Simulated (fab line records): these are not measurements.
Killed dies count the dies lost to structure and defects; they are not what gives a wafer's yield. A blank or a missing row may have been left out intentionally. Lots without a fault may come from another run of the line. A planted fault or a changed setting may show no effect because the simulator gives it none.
fab line records | flow n5Finfet
record: lots: 11 wafers: 33 lastDay: 17
route steps=1938 shown BEOL_M8@1332
lots that met no fault: taken from a fault-free run of the same line
startH: hours from the record's first day to the start of the lot's first wafer shown | waitH: time in hours since the lot's previous step | " same as the row above | L1.1+2: a single row standing in for several wafers | - value missing, or start not given | * or withheld: withheld | < > ~ a bound
route shown NAME@n: names a module that has steps shown in the file, with the first one's number in the route | usual: mean and standard deviation over wafers with no fault | same: alike in all rows | chamber/n: place in a boat | sites: readings site by site | _std_site: how widely they spread, as a standard deviation | _edge_site: outer sites' mean less inner sites' | radiusMm: how far each site lies from the wafer's centre | mask NAME#n: copy n | behind: the last tool/chamber to shape the wafer | hold: what put the lot on hold/how long, in hours/how the hold closed | device: the n, p or np transistor that did not switch | end of line: tests of these same wafers at the route's end | for a step that has no rows: nothing shown but its recipe | killed: at the first sort, the dies lost to defects and structure; wafer yield is something else | map: the dies of a wafer, with x for killed, . for not killed, _ for no die there
set.NAME: setting as actually run; set.NAME@STEP: the setting as run at that earlier step | model.NAME: the simulator's own value behind a step, which no gauge read
the route's steps for a sample of lots (tables are steps, rows are wafers)
services: the hour from which a tool's chamber was out of use, counted from the record's first day as startH (under 0 if before that day), plus the number of hours and why
== steps ==
step: N5_BEOL_M8_ILD_DEP_00
recipe: material: SiCOH_lowk targetThkA: 1797.5 tempC: 300 precursor: DEMS/porogen pressureTorr: 5 rfW: 500 timeS: 33.4
usual: chamberPressureTorr: 5.002/0.011 heaterPowerW: 297/47 showerheadPlenumPTorr: 5.736/0.019 throttleValvePct: 13.7/0.85
columns lot.wafer tool chamber startH waitH chamberPressureTorr heaterPowerW showerheadPlenumPTorr throttleValvePct
L160.2 pecvd-03 2 216.92 0.0 5.011 258 5.728 13.7
L160.3 " 0 " " 5.015 342 5.756 15.2
L160.5 " 0 " " 5.018 348 5.760 15.4
L162.2 pecvd-01 0 230.84 0.0 4.989 319 5.720 12.8
L162.4 " 0 " " 5.006 332 5.697 12.8
L162.6 " 0 " " 5.006 336 5.724 12.6
L165.1 pecvd-01 2 245.15 0.0 5.001 313 5.736 12.7
L165.3 " 0 " " 5.021 385 5.711 12.8
L165.6 " 2 " " 5.010 311 5.729 13.0
L167.3 pecvd-03 0 250.64 0.0 5.009 286 5.763 15.4
L167.4 " 2 " " 5.008 214 5.754 13.5
L167.5 " 0 " " 5.005 298 5.761 15.1
L166.2 pecvd-03 0 262.62 0.0 5.016 361 5.775 15.3
L166.3 " 2 " " 5.003 229 5.715 13.3
L166.5 " 2 " " 5.012 234 5.733 13.4
L168.1 pecvd-03 2 270.09 0.0 4.979 255 5.717 13.4
L168.2 " 0 " " 4.987 332 5.756 15.5
L168.4 " 2 " " 4.993 251 5.710 13.3
L170.1 pecvd-03 1 281.14 0.0 4.995 282 5.746 13.1
L170.4 " 2 " " 4.985 227 5.736 13.4
L170.6 " 0 " " 5.016 296 5.764 15.4
L175.1 pecvd-01 2 299.77 0.0 5.005 337 5.737 12.8
L175.3 " 1 " " 4.997 307 5.734 13.3
L175.5 " 0 " " 4.998 372 5.729 12.5
L176.1 pecvd-02 1 314.35 0.0 4.976 279 5.744 14.2
L176.2 " 2 " " 5.008 227 5.707 13.7
L176.6 " 0 " " 5.004 330 5.754 13.9
L179.1 pecvd-02 0 336.19 0.0 5.002 302 5.767 14.4
L179.2 " 1 " " 4.984 290 5.734 14.4
L179.4 " 0 " " 5.000 301 5.741 14.2
L180.2 pecvd-03 2 338.93 0.0 5.002 198 5.734 13.5
L180.3 " 0 " " 5.005 346 5.764 15.3
L180.5 " 1 " " 5.012 291 5.760 12.9
step: N5_BEOL_M8_CURE_74
recipe: tempC: 385 timeS: 240 ambient: He/Ar material: SiCOH_lowk
usual: lampPowerPct: 52.31/0.05 wafer_temp_C_max: 387.3/0.74
columns lot.wafer tool chamber startH waitH lampPowerPct wafer_temp_C_max
L160.2 uvCure-01 0 217.06 0.1 52.24 387.6
L160.3 " 0 " " 52.36 388.9
L160.5 " 0 " " 52.33 387.3
L162.2 uvCure-02 0 231.00 0.1 52.22 386.9
L162.4 " 0 " " 52.36 387.0
L162.6 " 0 " " 52.34 387.3
L165.1 uvCure-01 0 245.21 0.0 52.35 387.4
L165.3 " 0 " " 52.32 388.1
L165.6 " 0 " " 52.33 386.9
L167.3 uvCure-02 2 250.86 0.2 52.29 388.2
L167.4 " 2 " " 52.29 387.7
L167.5 " 2 " " 52.32 388.1
L166.2 uvCure-03 1 262.76 0.1 52.30 387.6
L166.3 " 1 " " 52.36 387.1
L166.5 " 1 " " 52.34 386.9
L168.1 uvCure-03 1 270.15 0.0 52.31 386.9
L168.2 " 1 " " 52.32 387.1
L168.4 " 1 " " 52.33 387.7
L170.1 uvCure-01 2 281.21 0.0 52.44 387.2
L170.4 " 2 " " 52.36 387.3
L170.6 " 2 " " 52.34 387.1
L175.1 uvCure-02 1 299.84 0.0 52.31 386.3
L175.3 " 1 " " 52.31 386.8
L175.5 " 1 " " 52.31 386.4
L176.1 uvCure-01 0 314.42 0.0 52.34 387.5
L176.2 " 0 " " 52.30 387.6
L176.6 " 0 " " 52.29 387.8
L179.1 uvCure-01 0 336.25 0.0 52.24 387.9
L179.2 " 0 " " 52.32 387.2
L179.4 " 0 " " 52.30 387.9
L180.2 uvCure-01 2 339.07 0.1 52.16 387.2
L180.3 " 2 " " 52.28 387.3
L180.5 " 2 " " 52.28 387.8
step: N5_BEOL_M8_ETCH_61
recipe: chemistry: CF4 target: SiARC targetDepthA: 455 maskMaterial: CAR-ArF timeS: 75.8 ionEnergyEv: 80 pressureMtorr: 40 sourceW: 545 biasW: 36 Ar_flow_sccm: 100 cf4FlowSccm: 100 ends: cleared
usual: biasW: 36.00/0.1 chamberPressureMTorr: 40.00/0.035 drypumpMotorCurrentA: 5.9/0.4 etchRfOnTimeS: 75.0/1.6 oesProductAu: 0.71/0.097 rfVppV: 183.8/1.1 showerheadPlenumPTorr: 2.12/0.06 throttleValvePct: 15.52/0.21
columns lot.wafer tool chamber startH waitH biasW chamberPressureMTorr drypumpMotorCurrentA etchRfOnTimeS oesProductAu rfHoursCounterH rfVppV showerheadPlenumPTorr throttleValvePct
L160.2 rieDiel-02 3 219.42 0.0 36.07 39.97 6.0 74.7 0.71 62 182.9 2.07 15.60
L160.3 " 2 " " 36.13 39.98 5.8 74.9 0.81 4 183.9 2.11 15.43
L160.5 " 3 " " 36.02 39.97 6.0 74.5 0.72 - 183.7 2.07 15.60
L162.2 rieDiel-05 1 232.17 0.0 35.78 40.02 5.1 74.6 0.59 234 184.9 2.19 15.90
L162.4 " 3 " " 36.04 39.94 6.5 73.4 0.60 222 186.3 2.20 15.91
L162.6 " 3 " " 36.07 40.04 6.5 73.3 0.60 - 184.5 2.20 15.92
L165.1 rieDiel-03 1 248.52 0.0 35.92 40.03 6.3 77.3 0.64 146 185.2 2.14 15.65
L165.3 " 0 " " 36.06 40.01 6.3 74.5 0.86 2 183.1 2.10 15.37
L165.6 " 1 " " 36.10 40.01 6.3 77.9 0.63 - 184.4 2.14 15.63
L167.3 rieDiel-03 3 254.18 0.0 36.15 39.97 5.9 73.6 0.60 225 184.5 2.12 15.51
L167.4 " 0 " " 36.04 39.97 6.3 74.5 0.86 4 184.2 2.10 15.37
L167.5 " 1 " " 35.91 40.05 6.3 76.5 0.64 - 183.1 2.14 15.64
L166.2 rieDiel-02 1 266.02 0.0 36.00 40.04 5.4 78.5 0.60 215 184.2 2.21 15.57
L166.3 " 3 " " 36.10 39.99 5.9 75.0 0.70 80 184.7 2.07 15.63
L166.5 " 2 " " 36.15 39.94 5.8 76.2 0.76 - 183.5 2.10 15.48
L168.1 rieDiel-03 2 274.22 0.0 36.00 39.99 5.4 73.0 0.82 18 183.7 2.10 15.27
L168.2 " 0 " " 36.03 40.06 6.3 74.5 0.83 10 183.2 2.10 15.40
L168.4 " 1 " " 36.17 40.03 6.4 76.6 0.64 - 183.4 2.14 15.67
L170.1 rieDiel-05 0 284.18 0.0 36.01 40.02 5.8 74.0 0.86 2 184.3 2.19 15.11
L170.4 " 3 " " 36.00 40.02 6.5 73.9 0.59 - 184.6 2.19 15.95
L170.6 " 0 " " 35.94 40.06 5.7 74.2 0.86 - 184.3 2.19 15.09
L175.1 rieDiel-02 1 303.48 0.0 36.06 39.92 5.4 78.8 0.59 230 185.5 2.21 15.59
L175.3 " 3 " " 36.06 39.97 5.9 74.3 0.68 93 181.3 2.06 15.67
L175.5 " 0 " " 36.23 39.97 6.3 75.2 0.61 - 181.1 1.95 15.76
L176.1 rieDiel-05 1 316.84 0.0 35.89 40.01 5.1 73.2 0.82 10 185.5 2.18 15.46
L176.2 " 0 " " 35.80 39.97 5.8 73.6 0.83 15 185.1 2.19 15.13
L176.6 " 2 " " 36.11 39.97 5.5 76.8 0.70 - 183.8 2.08 15.32
L179.1 rieDiel-03 2 338.51 0.0 35.86 39.98 5.5 72.0 0.78 45 183.4 2.09 15.30
L179.2 " 1 " " 36.09 40.02 6.3 75.2 0.63 176 184.0 2.13 15.69
L179.4 " 2 " " 36.00 39.97 5.5 72.0 0.79 - 183.9 2.09 15.29
L180.2 rieDiel-03 1 342.31 0.0 35.91 39.99 6.4 77.0 0.62 177 183.6 2.13 15.72
L180.3 " 0 " " 36.06 39.96 6.3 75.1 0.77 37 182.8 2.09 15.45
L180.5 " 0 " " 35.95 39.96 6.3 75.7 0.78 - 183.2 2.09 15.44
step: N5_BEOL_M8_COAT_63
recipe: resist: SOC tempC: 250 timeS: 60 spinRpm: 1500 resistThkNm: 60
usual: spinSpeedRpm: 1499.9/1
columns lot.wafer tool chamber startH waitH spinSpeedRpm
L160.2 lithoTrack-01 0 220.07 0.0 1499.2
L160.3 " 0 " " 1500.0
L160.5 " 0 " " 1499.7
L162.2 lithoTrack-02 0 232.92 0.3 1501.1
L162.4 " 0 " " 1500.9
L162.6 " 0 " " 1499.4
L165.1 lithoTrack-02 0 252.10 3.1 1500.4
L165.3 " 0 " " 1500.6
L165.6 " 0 " " 1500.6
L167.3 lithoTrack-04 0 258.15 3.5 1498.6
L167.4 " 0 " " 1500.3
L167.5 " 0 " " 1499.4
L166.2 lithoTrack-04 0 268.42 2.0 1498.5
L166.3 " 0 " " 1499.2
L166.5 " 0 " " 1500.0
L168.1 lithoTrack-04 0 274.70 0.0 1595.2
L168.2 " 0 " " 1595.1
L168.4 " 0 " " 1596.2
L170.1 lithoTrack-04 0 285.35 0.7 1595.5
L170.4 " 0 " " 1596.0
L170.6 " 0 " " 1594.9
L175.1 lithoTrack-04 0 305.30 1.4 1597.2
L175.3 " 0 " " 1597.0
L175.5 " 0 " " 1597.9
L176.1 lithoTrack-01 0 319.67 2.3 1499.0
L176.2 " 0 " " 1500.5
L176.6 " 0 " " 1499.9
L179.1 lithoTrack-01 0 340.44 1.5 1497.3
L179.2 " 0 " " 1497.8
L179.4 " 0 " " 1498.0
L180.2 lithoTrack-01 0 345.69 2.9 1499.6
L180.3 " 0 " " 1499.7
L180.5 " 0 " " 1500.7
== services ==
columns tool chamber startH hours kind
rieDiel-03 2 203.59 - clean
rieDiel-03 2 203.59 - consumableReplace:focusRing
rieDiel-03 2 203.59 17.8 scheduledDown
uvCure-02 - 213.58 11.4 repair
rieDiel-03 1 217.32 3.5 repair
uvCure-03 - 219.99 14.6 pm
uvCure-01 - 238.22 2.1 pm
pecvd-03 2 239.01 5.5 scheduledDown
pecvd-02 2 252.11 3.4 repair
rieDiel-05 3 253.97 1.8 repair
pecvd-02 - 257.22 1.5 repair
rieDiel-02 1 259.41 3.0 repair
uvCure-01 - 262.91 1.0 pm
rieDiel-02 0 272.35 6.4 repair
rieDiel-03 3 272.91 8.3 repair
uvCure-02 - 282.70 0.8 repair
uvCure-02 - 290.68 1.0 pm
rieDiel-03 2 308.08 2.5 repair
rieDiel-03 3 308.34 5.9 repair
rieDiel-03 1 314.59 8.3 repair
pecvd-03 0 319.47 18.6 repair
rieDiel-05 2 335.38 4.5 repair
uvCure-03 - 338.82 4.3 pm
uvCure-01 - 343.16 1.2 repair
== key ==
firstSign: step: N5_BEOL_M8_COAT_63 reading: spinSpeedRpm direction: up sigmas: 97 usual: * struck: *
effect none on later readings
metAt N5_BEOL_M8_COAT_63
struckLots L168,L170,L175
notActingAt N5_BEOL_M8_ILD_DEP_00,N5_BEOL_M8_CURE_74,N5_BEOL_M8_ETCH_61
onsetBetween 268.42 274.70
fault: kind: processParameterDrift tool: lithoTrack-04 chamber: - onsetH: 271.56 steps: N5_BEOL_M8_COAT_63 channel: spinRpm offset: * shape: step endH: 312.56 actsIn: * stated: *
